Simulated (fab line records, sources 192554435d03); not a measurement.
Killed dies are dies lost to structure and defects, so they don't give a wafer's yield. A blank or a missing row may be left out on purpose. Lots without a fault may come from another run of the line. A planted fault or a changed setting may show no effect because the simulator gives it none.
Chamber matching | flow n5_finfet | N5_BEOL_M1_ETCH_74 on rie_diel-06: 4 sister chambers
The step etches underlayer in N2/H2, target depth 6.5 nm, time 5.2 s. 18 wafers are shown with their chamber, then 9 later ones without.

WAFERS WITH THEIR CHAMBER
wafer  | chamber | drypump_motor_current_A (A) | showerhead_plenum_p_Torr (Torr) | oes_product_au (a.u.)
L080.1 | 3       | 5.9                         | 2.48                            | 0.76
L080.4 | 1       | 6.6                         | 2.69                            | 0.76
L080.6 | 3       | 5.9                         | 2.48                            | 0.74
L086.1 | 3       | 5.9                         | 2.47                            | 0.72
L086.2 | 2       | 5.6                         | 2.52                            | 0.59
L086.6 | 2       | 5.7                         | 2.52                            | 0.59
L087.1 | 1       | 6.6                         | 2.68                            | 0.75
L087.2 | 3       | 5.9                         | 2.47                            | 0.74
L087.3 | 0       | 5.8                         | 2.49                            | 0.81
L087.4 | 2       | 5.7                         | 2.52                            | 0.59
L087.5 | 3       | 5.9                         | 2.47                            | 0.73
L087.6 | 0       | 5.8                         | 2.49                            | 0.80
L088.1 | 0       | 5.8                         | 2.48                            | 0.80
L088.4 | 2       | 5.7                         | 2.52                            | 0.59
L088.5 | 2       | 5.7                         | 2.52                            | 0.59
L090.1 | 2       | 5.7                         | 2.51                            | 0.60
L090.2 | 3       | 5.9                         | 2.47                            | 0.72
L090.3 | 0       | 5.8                         | 2.48                            | 0.81

SIGNATURES (means of the wafers above)
reading                  | chamber 0 | chamber 1 | chamber 2 | chamber 3 | scatter within a chamber
drypump_motor_current_A  | 5.800     | 6.600     | 5.683     | 5.900     | 0.0244
showerhead_plenum_p_Torr | 2.4850    | 2.6850    | 2.5183    | 2.4733    | 0.00512
oes_product_au           | 0.8050    | 0.7550    | 0.5917    | 0.7350    | 0.00994
Rule: a wafer's distance from a chamber is the root of the sum, over the readings, of the square of ((its reading less the chamber's mean) divided by the reading's scatter). The wafer belongs to the nearest chamber; if the next one is less than 2 further off, it can't be placed. The scatter: the root of (the sum of the squares of (reading less its chamber's mean) over the shown wafers, divided by (wafers less chambers)).

WAFERS WITHOUT THEIR CHAMBER
wafer  | drypump_motor_current_A (A) | showerhead_plenum_p_Torr (Torr) | oes_product_au (a.u.)
L090.4 | 5.9                         | 2.47                            | 0.73
L090.5 | 5.6                         | 2.51                            | 0.59
L090.6 | 5.8                         | 2.48                            | 0.80
L091.1 | 5.9                         | 2.47                            | 0.71
L091.2 | 5.8                         | 2.48                            | 0.79
L091.6 | 5.7                         | 2.51                            | 0.58
L092.1 | 5.8                         | 2.48                            | 0.78
L092.2 | 5.9                         | 2.47                            | 0.71
L092.3 | 6.6                         | 2.68                            | 0.73

WHICH CHAMBER EACH WENT THROUGH
wafer  | from the rows above | in truth
L090.4 | 3                   | 3
L090.5 | 2                   | 2
L090.6 | 0                   | 0
L091.1 | 3                   | 3
L091.2 | 0                   | 0
L091.6 | 2                   | 2
L092.1 | 0                   | 0
L092.2 | 3                   | 3
L092.3 | 1                   | 1
Placed correctly: 9 of 9. Can't be placed from these rows: 0. Placed wrongly: 0.
